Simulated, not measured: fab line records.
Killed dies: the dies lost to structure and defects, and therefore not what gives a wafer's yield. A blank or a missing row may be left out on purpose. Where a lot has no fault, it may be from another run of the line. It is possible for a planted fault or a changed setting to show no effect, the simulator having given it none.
The tool behind it: which one? | flow n5Finfet | route of 1938 steps, sampled at 1 step: 10 lots, 30 wafers

WHAT THE GAUGES READ, wafer by wafer
N5_BEOL_M12_THK_MEAS_01.
lot  | measured     | on           | M12_ILD_THK (nm)
L559 | day 11 13:25 | filmMetro-02 | 660 675 661
L560 | day 11 22:56 | filmMetro-02 | 647 664 669
L564 | day 12 11:50 | filmMetro-02 | 658 658 668
L566 | day 13 08:15 | filmMetro-02 | 660 680 664
L567 | day 13 17:11 | filmMetro-01 | 646 654 662
L568 | day 13 17:26 | filmMetro-02 | 642 649 665
L569 | day 14 10:52 | filmMetro-02 | 661 667 659
L575 | day 15 03:10 | filmMetro-01 | 653 662 672
L576 | day 15 20:07 | filmMetro-01 | 649 665 664
L578 | day 16 04:14 | filmMetro-02 | 677 678 662

WHAT TOOL EACH LOT RAN ON (gives the tool, then ch and the chambers of the sampled wafers, and finally the start)
The record shows no process step preceding these readings.

WHAT THE TOOLS THEMSELVES READ (means of the sampled wafers that have a number; where no wafer has one, the mark that the record gives instead)
The record holds no such reading with a usual standard deviation.

THE ANSWER, worked out from the rows above alone
Rule: usual is defined by the lots themselves. Put in order of their means at a reading, lots are off if they are a third of the lots or fewer, leave a main group of 4 or more, and stand apart from it by a gap of 3 or more times the standard deviation of the main group's means; of several such gaps the widest counts. A main group whose means are all the same, to the digits that the tables above print for the reading, isn't used. Also off: a lot with no number at a reading for which 4 or more lots have one. The other lots that the step has rows for count as sound. Order of review: gauges by route order, followed by the tools' own readings, for which a lot's mean as printed above is used. The first step at which some lot is off is used, and at that step the reading that is off furthest; a lot without a number counts as furthest.
No lot is off at any reading shown: from this, nothing can be told.

WHAT THE SIMULATOR HAD PUT IN
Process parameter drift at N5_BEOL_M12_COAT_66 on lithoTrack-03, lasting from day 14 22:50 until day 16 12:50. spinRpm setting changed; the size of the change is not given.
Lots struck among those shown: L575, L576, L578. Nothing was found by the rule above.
